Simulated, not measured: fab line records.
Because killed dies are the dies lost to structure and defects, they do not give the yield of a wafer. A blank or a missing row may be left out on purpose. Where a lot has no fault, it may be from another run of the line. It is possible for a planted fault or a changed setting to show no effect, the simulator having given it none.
Matching of chambers    flow n5_finfet    rie_diel-05 running N5_BEOL_M6_VIA_ETCH_34: 4 sister chambers
The step etches SiCOH lowk in C4F6/O2, target depth 126.3 nm, time 50.9 s. 20 wafers are shown with their chamber, then 10 later ones without.

WAFERS WITH THEIR CHAMBER
wafer   chamber  showerhead_plenum_p_Torr (Torr)  rf_vpp_V (V)  throttle_valve_pct (%)
L075.1  1        2.79                             660           20.73
L075.2  3        2.81                             661           20.59
L075.6  2        2.93                             666           20.97
L078.2  0        2.91                             649           20.97
L078.3  3        2.80                             660           20.61
L078.6  0        2.91                             649           20.96
L081.1  2        2.92                             665           20.99
L081.2  3        2.80                             660           20.61
L081.6  1        2.78                             662           20.76
L082.1  2        2.92                             665           20.99
L082.3  1        2.78                             660           20.77
L082.4  0        2.90                             650           20.98
L085.1  1        2.78                             661           20.78
L085.4  2        2.92                             666           20.98
L085.6  0        2.90                             650           20.97
L089.2  1        2.78                             661           20.79
L089.3  0        2.90                             649           20.99
L089.5  1        2.78                             662           20.78
L088.2  3        2.79                             660           20.66
L088.3  1        2.77                             660           20.80

SIGNATURES (means of the wafers above)
reading                   chamber 0  chamber 1  chamber 2  chamber 3  scatter within a chamber
showerhead_plenum_p_Torr  2.9040     2.7800     2.9225     2.8000     0.0061
rf_vpp_V                  649.40     660.86     665.50     660.25     0.699
throttle_valve_pct        20.9740    20.7729    20.9825    20.6175    0.0203
Rule: a wafer's distance from a chamber is the root of the sum, over the readings, of the square of ((its reading less the chamber's mean) divided by the reading's scatter). The wafer belongs to the nearest chamber; if the next one is less than 2 further off, it can't be placed. The scatter: take each reading less its chamber's mean, square it, sum over the shown wafers, divide by the number of wafers less the number of chambers, and take the root.

WAFERS WITHOUT THEIR CHAMBER
wafer   showerhead_plenum_p_Torr (Torr)  rf_vpp_V (V)  throttle_valve_pct (%)
L088.6  2.79                             660           20.66
L092.1  2.91                             665           21.01
L092.2  2.77                             661           20.80
L092.4  2.89                             649           21.01
L094.1  2.89                             648           21.01
L094.3  2.91                             665           21.02
L094.4  2.77                             661           20.79
L096.2  2.89                             650           21.01
L096.5  2.79                             660           20.66
L096.6  2.89                             649           21.02

WHICH CHAMBER EACH WENT THROUGH
wafer   from the rows above  in truth
L088.6  3                    3
L092.1  2                    2
L092.2  1                    1
L092.4  0                    0
L094.1  0                    0
L094.3  2                    2
L094.4  1                    1
L096.2  0                    0
L096.5  3                    3
L096.6  0                    0
Correctly placed: 10 of 10. Left unplaced by these rows: 0. Wrongly placed: 0.
